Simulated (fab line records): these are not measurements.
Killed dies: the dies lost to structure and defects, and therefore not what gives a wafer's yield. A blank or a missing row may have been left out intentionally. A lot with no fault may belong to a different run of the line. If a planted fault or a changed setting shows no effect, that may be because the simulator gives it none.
Which tool was responsible? / flow n5_finfet / 10 lots with 30 wafers sampled at 2 steps, on a route of 1938 steps

WHAT EACH GAUGE READ, for each wafer
N5_GATE_CUT_INSPECT_26: inspects for defects (darkfield).
lot=L994; measured=day 5 10:31; on=defect_inspect-02; raw_defect_count=44 47 14
lot=L995; measured=day 5 15:17; on=defect_inspect-01; raw_defect_count=25 31 40
lot=L997; measured=day 6 06:04; on=defect_inspect-01; raw_defect_count=59 59 37
lot=L999; measured=day 6 16:02; on=defect_inspect-02; raw_defect_count=61 20 28
lot=L101; measured=day 7 06:49; on=defect_inspect-02; raw_defect_count=26 13 31
lot=L103; measured=day 7 18:08; on=defect_inspect-01; raw_defect_count=40 44 40
lot=L111; measured=day 9 14:38; on=defect_inspect-01; raw_defect_count=12 28 28
lot=L112; measured=day 9 21:06; on=defect_inspect-01; raw_defect_count=41 14 33
lot=L113; measured=day 10 05:24; on=defect_inspect-02; raw_defect_count=15 34 26
lot=L114; measured=day 10 09:44; on=defect_inspect-01; raw_defect_count=25 40 66

WHAT TOOL EACH LOT RAN ON (gives the tool, then ch and the chambers of the sampled wafers, and finally the start)
lot=L994; N5_GATE_CUT_CMP_61=cmp-02 ch 0,1,2, day 5 10:21
lot=L995; N5_GATE_CUT_CMP_61=cmp-01 ch 0,3, day 5 15:03
lot=L997; N5_GATE_CUT_CMP_61=cmp-03 ch 0,1,3, day 6 05:53
lot=L999; N5_GATE_CUT_CMP_61=cmp-02 ch 1,2,3, day 6 15:50
lot=L101; N5_GATE_CUT_CMP_61=cmp-02 ch 0,1, day 7 06:37
lot=L103; N5_GATE_CUT_CMP_61=cmp-01 ch 0,2, day 7 17:56
lot=L111; N5_GATE_CUT_CMP_61=cmp-01 ch 0,1,3, day 9 14:26
lot=L112; N5_GATE_CUT_CMP_61=cmp-03 ch 0,1,2, day 9 20:56
lot=L113; N5_GATE_CUT_CMP_61=cmp-01 ch 0,2,3, day 10 05:10
lot=L114; N5_GATE_CUT_CMP_61=cmp-02 ch 0,2,3, day 10 09:33
- N5_GATE_CUT_CMP_61: polishes, stops on SiNx, t overpolish 3 s.

THE ANSWER, worked out from the rows above alone
Rule: the lots themselves supply what counts as usual. The widest of any qualifying gaps counts: lots, ordered by their means at a reading, are off when they make up no more than a third of the lots, leave a main group of 4 or more, and stand apart from it by 3 or more times the standard deviation of that group's means. If all means in a main group match to the digits the tables above print for the reading, that group is not used. A lot without any number at a reading at which 4 lots or more have one is off too. Where the step has rows for the other lots, those lots are counted as sound.
No lot is off on any of the readings shown, so nothing can be concluded from this.

WHAT WAS PUT IN BY THE SIMULATOR
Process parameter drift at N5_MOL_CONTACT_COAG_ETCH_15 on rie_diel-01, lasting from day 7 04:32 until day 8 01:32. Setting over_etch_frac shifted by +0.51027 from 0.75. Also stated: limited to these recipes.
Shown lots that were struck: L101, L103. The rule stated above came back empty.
